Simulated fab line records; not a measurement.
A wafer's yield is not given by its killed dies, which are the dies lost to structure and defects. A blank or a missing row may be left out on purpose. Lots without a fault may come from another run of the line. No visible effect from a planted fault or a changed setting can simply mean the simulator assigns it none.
Chamber matching -- flow nand harc -- 4 sister chambers for NHARC_A_CHANNEL_FILL_D2_STRIP_28 on rie diel-01
The step strips in O2, time 20 s. 8 wafers are shown with their chamber, then 12 later ones without.

WAFERS PAIRED WITH THEIR CHAMBERS
wafer,chamber,drypump motor current A (A),rf vpp V (V)
L085.5,1,5.1,56.4
L085.6,2,5.9,58.6
L088.1,0,5.2,59.0
L088.2,1,5.1,57.8
L088.3,3,6.2,56.8
L088.4,2,5.8,57.9
L088.5,0,5.2,56.4
L088.6,3,6.1,56.6

WAFERS WHOSE CHAMBER IS MISSING
wafer,drypump motor current A (A),rf vpp V (V)
L090.1,5.2,57.5
L090.2,5.9,57.7
L090.3,6.2,56.6
L090.4,5.1,56.5
L090.5,5.8,59.1
L090.6,6.2,56.5
L092.3,6.1,57.5
L092.4,5.8,58.1
L092.5,6.2,56.4
L095.2,5.2,58.9
L095.4,5.8,59.1
L095.5,5.8,58.7

WHICH CHAMBER EACH ONE RAN IN
wafer,from the rows above,in truth
L090.1,can't be placed: 0 or 1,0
L090.2,2,2
L090.3,3,3
L090.4,can't be placed: 1 or 0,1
L090.5,2,2
L090.6,3,3
L092.3,3,3
L092.4,2,2
L092.5,3,3
L095.2,can't be placed: 0 or 1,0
L095.4,2,2
L095.5,2,2
Correct placement for 9 of the 12. Can't be placed from these rows: 3 (the true chamber is among the candidates in 3). Wrongly placed: 0.
How it was worked out, from the rows above alone: a wafer's distance from a chamber is the root of the sum, over the readings, of the square of ((its reading less the chamber's mean) divided by the reading's scatter). The wafer belongs to the nearest chamber; if the next one is less than 2 further off, it can't be placed. Each chamber's mean is taken over the wafers shown for it. The scatter is the square root of a quotient: the sum, over the shown wafers, of each reading's squared deviation from its chamber's mean, divided by wafers minus chambers.
